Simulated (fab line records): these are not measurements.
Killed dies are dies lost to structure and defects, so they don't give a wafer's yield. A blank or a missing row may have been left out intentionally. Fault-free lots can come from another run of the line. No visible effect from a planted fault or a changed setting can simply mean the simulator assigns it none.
What tool caused it? || flow n5-finfet || Sampling: 13 lots, 36 wafers, 5 of 1938 route steps

WHAT THE GAUGES READ, wafer by wafer
N5_BEOL_M14_THK_MEAS_50: measures by xrf.
{"lot": "L586", "measured": "day 11 03:01", "on": "film-metro-02", "M14_THK (nm)": "574 539 605"}
{"lot": "L588", "measured": "day 11 11:25", "on": "film-metro-02", "M14_THK (nm)": "619 543 622"}
{"lot": "L587", "measured": "day 11 14:50", "on": "film-metro-02", "M14_THK (nm)": "600 583"}
{"lot": "L590", "measured": "day 12 06:04", "on": "film-metro-02", "M14_THK (nm)": "541 543 591"}
{"lot": "L591", "measured": "day 12 23:53", "on": "film-metro-01", "M14_THK (nm)": "545 586 583"}
{"lot": "L595", "measured": "day 13 13:12", "on": "film-metro-02", "M14_THK (nm)": "579 540"}
{"lot": "L594", "measured": "day 13 14:01", "on": "film-metro-01", "M14_THK (nm)": "564 554 599"}
{"lot": "L596", "measured": "day 14 02:43", "on": "film-metro-01", "M14_THK (nm)": "537 598 615"}
{"lot": "L598", "measured": "day 14 21:46", "on": "film-metro-01", "M14_THK (nm)": "564 588"}
{"lot": "L599", "measured": "day 15 03:25", "on": "film-metro-01", "M14_THK (nm)": "608 557 607"}
{"lot": "L601", "measured": "day 15 14:50", "on": "film-metro-02", "M14_THK (nm)": "554 574 601"}
{"lot": "L607", "measured": "day 16 09:24", "on": "film-metro-02", "M14_THK (nm)": "545 584 588"}
{"lot": "L609", "measured": "day 16 22:19", "on": "film-metro-02", "M14_THK (nm)": "624 569 582"}

N5_BEOL_M15_THK_MEAS_01.
{"lot": "L586", "measured": "day 11 03:27", "on": "film-metro-01", "M15_ILD_THK (nm)": "1670 1674 1681"}
{"lot": "L588", "measured": "day 11 11:52", "on": "film-metro-01", "M15_ILD_THK (nm)": "1635 1617 1675"}
{"lot": "L587", "measured": "day 11 15:16", "on": "film-metro-01", "M15_ILD_THK (nm)": "1666 1648"}
{"lot": "L590", "measured": "day 12 06:31", "on": "film-metro-01", "M15_ILD_THK (nm)": "1622 1642 1649"}
{"lot": "L591", "measured": "day 13 00:21", "on": "film-metro-02", "M15_ILD_THK (nm)": "1631 1619 1641"}
{"lot": "L595", "measured": "day 13 13:38", "on": "film-metro-01", "M15_ILD_THK (nm)": "1647 1604"}
{"lot": "L594", "measured": "day 13 14:27", "on": "film-metro-02", "M15_ILD_THK (nm)": "1632 1637 1635"}
{"lot": "L596", "measured": "day 14 03:10", "on": "film-metro-02", "M15_ILD_THK (nm)": "1639 1618 1649"}
{"lot": "L598", "measured": "day 14 22:13", "on": "film-metro-01", "M15_ILD_THK (nm)": "1676 1674"}
{"lot": "L599", "measured": "day 15 03:52", "on": "film-metro-02", "M15_ILD_THK (nm)": "1651 1669 1686"}
{"lot": "L601", "measured": "day 15 15:16", "on": "film-metro-02", "M15_ILD_THK (nm)": "1626 1653 1663"}
{"lot": "L607", "measured": "day 16 09:50", "on": "film-metro-02", "M15_ILD_THK (nm)": "1631 1678 1702"}
{"lot": "L609", "measured": "day 16 22:46", "on": "film-metro-02", "M15_ILD_THK (nm)": "1614 1581 1607"}

N5_BEOL_M15_CD_MEAS_10: the cd target is 360 nm.
{"lot": "L586", "measured": "day 11 03:45", "on": "cd-sem-03", "cd-nm (nm)": "361.4 363.9 359.7"}
{"lot": "L588", "measured": "day 11 12:17", "on": "cd-sem-01", "cd-nm (nm)": "361.4 358.4 357.7"}
{"lot": "L587", "measured": "day 11 15:34", "on": "cd-sem-02", "cd-nm (nm)": "359.9 360.3"}
{"lot": "L590", "measured": "day 12 06:56", "on": "cd-sem-03", "cd-nm (nm)": "359.5 360.6 363.6"}
{"lot": "L591", "measured": "day 13 00:47", "on": "cd-sem-03", "cd-nm (nm)": "363.6 363.2 360.9"}
{"lot": "L595", "measured": "day 13 13:57", "on": "cd-sem-01", "cd-nm (nm)": "365.5 364.9"}
{"lot": "L594", "measured": "day 13 14:53", "on": "cd-sem-03", "cd-nm (nm)": "366.4 370.0 364.9"}
{"lot": "L596", "measured": "day 14 03:28", "on": "cd-sem-03", "cd-nm (nm)": "362.2 362.7 364.8"}
{"lot": "L598", "measured": "day 14 22:38", "on": "cd-sem-03", "cd-nm (nm)": "359.8 358.4"}
{"lot": "L599", "measured": "day 15 04:10", "on": "cd-sem-02", "cd-nm (nm)": "359.0 357.1 362.7"}
{"lot": "L601", "measured": "day 15 15:34", "on": "cd-sem-02", "cd-nm (nm)": "360.5 361.1 359.3"}
{"lot": "L607", "measured": "day 16 10:16", "on": "cd-sem-02", "cd-nm (nm)": "363.2 360.6 364.0"}
{"lot": "L609", "measured": "day 16 23:11", "on": "cd-sem-01", "cd-nm (nm)": "363.9 358.9 361.7"}

WHAT TOOL EACH LOT RAN ON (gives the tool, then ch and the chambers of the sampled wafers, and finally the start)
{"lot": "L586", "N5_BEOL_M14_PRE_CLEAN_42": "pvd-sputter-02, day 11 01:55", "N5_BEOL_M15_COAT_04": "litho-track-01 ch 0, day 11 03:29"}
{"lot": "L588", "N5_BEOL_M14_PRE_CLEAN_42": "pvd-sputter-03, day 11 10:12", "N5_BEOL_M15_COAT_04": "litho-track-02 ch 0, day 11 11:53"}
{"lot": "L587", "N5_BEOL_M14_PRE_CLEAN_42": "pvd-sputter-02, day 11 13:43", "N5_BEOL_M15_COAT_04": "litho-track-02 ch 0, day 11 15:19"}
{"lot": "L590", "N5_BEOL_M14_PRE_CLEAN_42": "pvd-sputter-03, day 12 04:58", "N5_BEOL_M15_COAT_04": "litho-track-01 ch 0, day 12 06:32"}
{"lot": "L591", "N5_BEOL_M14_PRE_CLEAN_42": "pvd-sputter-01, day 12 22:37", "N5_BEOL_M15_COAT_04": "litho-track-05 ch 0, day 13 00:23"}
{"lot": "L595", "N5_BEOL_M14_PRE_CLEAN_42": "pvd-sputter-03, day 13 12:01", "N5_BEOL_M15_COAT_04": "litho-track-01 ch 0, day 13 13:41"}
{"lot": "L594", "N5_BEOL_M14_PRE_CLEAN_42": "pvd-sputter-02, day 13 12:43", "N5_BEOL_M15_COAT_04": "litho-track-01 ch 0, day 13 14:29"}
{"lot": "L596", "N5_BEOL_M14_PRE_CLEAN_42": "pvd-sputter-01, day 14 01:35", "N5_BEOL_M15_COAT_04": "litho-track-02 ch 0, day 14 03:12"}
{"lot": "L598", "N5_BEOL_M14_PRE_CLEAN_42": "pvd-sputter-03, day 14 20:35", "N5_BEOL_M15_COAT_04": "litho-track-02 ch 0, day 14 22:14"}
{"lot": "L599", "N5_BEOL_M14_PRE_CLEAN_42": "pvd-sputter-01, day 15 02:17", "N5_BEOL_M15_COAT_04": "litho-track-02 ch 0, day 15 03:53"}
{"lot": "L601", "N5_BEOL_M14_PRE_CLEAN_42": "pvd-sputter-01, day 15 13:43", "N5_BEOL_M15_COAT_04": "litho-track-05 ch 0, day 15 15:18"}
{"lot": "L607", "N5_BEOL_M14_PRE_CLEAN_42": "pvd-sputter-02, day 16 08:18", "N5_BEOL_M15_COAT_04": "litho-track-05 ch 0, day 16 09:52"}
{"lot": "L609", "N5_BEOL_M14_PRE_CLEAN_42": "pvd-sputter-02, day 16 20:20", "N5_BEOL_M15_COAT_04": "litho-track-05 ch 0, day 16 22:47"}
- N5_BEOL_M14_PRE_CLEAN_42: time 30 s.
- N5_BEOL_M15_COAT_04: resist thk 800 nm.

WHAT THE TOOLS THEMSELVES READ (means of the sampled wafers that have a number; where no wafer has one, the mark that the record gives instead)
N5_BEOL_M14_PRE_CLEAN_42.
{"lot": "L586", "tool": "pvd-sputter-02", "heater-power-w (W)": 458}
{"lot": "L588", "tool": "pvd-sputter-03", "heater-power-w (W)": 469}
{"lot": "L587", "tool": "pvd-sputter-02", "heater-power-w (W)": 443}
{"lot": "L590", "tool": "pvd-sputter-03", "heater-power-w (W)": 468}
{"lot": "L591", "tool": "pvd-sputter-01", "heater-power-w (W)": 420}
{"lot": "L595", "tool": "pvd-sputter-03", "heater-power-w (W)": 479}
{"lot": "L594", "tool": "pvd-sputter-02", "heater-power-w (W)": 467}
{"lot": "L596", "tool": "pvd-sputter-01", "heater-power-w (W)": 427}
{"lot": "L598", "tool": "pvd-sputter-03", "heater-power-w (W)": 468}
{"lot": "L599", "tool": "pvd-sputter-01", "heater-power-w (W)": 464}
{"lot": "L601", "tool": "pvd-sputter-01", "heater-power-w (W)": 427}
{"lot": "L607", "tool": "pvd-sputter-02", "heater-power-w (W)": 452}
{"lot": "L609", "tool": "pvd-sputter-02", "heater-power-w (W)": 468}

N5_BEOL_M15_COAT_04.
{"lot": "L586", "tool": "litho-track-01", "spin-speed-rpm (rpm)": 1703.8}
{"lot": "L588", "tool": "litho-track-02", "spin-speed-rpm (rpm)": 1703.5}
{"lot": "L587", "tool": "litho-track-02", "spin-speed-rpm (rpm)": 1704.5}
{"lot": "L590", "tool": "litho-track-01", "spin-speed-rpm (rpm)": 1702.8}
{"lot": "L591", "tool": "litho-track-05", "spin-speed-rpm (rpm)": 1704.1}
{"lot": "L595", "tool": "litho-track-01", "spin-speed-rpm (rpm)": 2301.8}
{"lot": "L594", "tool": "litho-track-01", "spin-speed-rpm (rpm)": 2301.7}
{"lot": "L596", "tool": "litho-track-02", "spin-speed-rpm (rpm)": 1704.3}
{"lot": "L598", "tool": "litho-track-02", "spin-speed-rpm (rpm)": 1701.9}
{"lot": "L599", "tool": "litho-track-02", "spin-speed-rpm (rpm)": 1703.5}
{"lot": "L601", "tool": "litho-track-05", "spin-speed-rpm (rpm)": 1704.6}
{"lot": "L607", "tool": "litho-track-05", "spin-speed-rpm (rpm)": 1702.7}
{"lot": "L609", "tool": "litho-track-05", "spin-speed-rpm (rpm)": 1702.0}

THE ANSWER, worked out from the rows above alone
Rule: what is usual is taken from the lots themselves. The widest of any qualifying gaps counts: lots, ordered by their means at a reading, are off when they make up no more than a third of the lots, leave a main group of 4 or more, and stand apart from it by 3 or more times the standard deviation of that group's means. A main group is skipped when, at the precision printed for the reading in the tables above, its means are all equal. Also off: a lot with no number at a reading for which 4 or more lots have one. The other lots that the step has rows for count as sound. The gauges are gone through in route order, then the tools' own readings, and for those a lot's mean is taken as printed above. The first step at which some lot is off is used, and at that step the reading that is off furthest; a lot without a number counts as furthest.
Off: L595, L594 (N5_BEOL_M15_COAT_04, spin-speed-rpm). The main group: mean 1703.4 rpm, standard deviation 0.91.
A tool fits if, at that step or a process step before it, it ran every lot that is off, and no sound lot after the first of them. One fits: litho-track-01 at N5_BEOL_M15_COAT_04. Its last sound lot is L590 (day 12 06:32), its first lot that is off L595 (day 13 13:41): a fault that began between those two fits.
The tool's own readings at N5_BEOL_M15_COAT_04 bear it out: on the lots that are off they differ by more than 5 times the standard deviation of the sound lots' means. spin-speed-rpm reads 2301.8 rpm there against 1703.4 rpm on the sound lots.

WHAT THE SIMULATOR PUT IN
Process parameter drift: litho-track-01, from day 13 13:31 on, at N5_BEOL_M15_COAT_04. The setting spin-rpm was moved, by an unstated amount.
Lots struck among those shown: L595, L594. This agrees with what the rule above found.
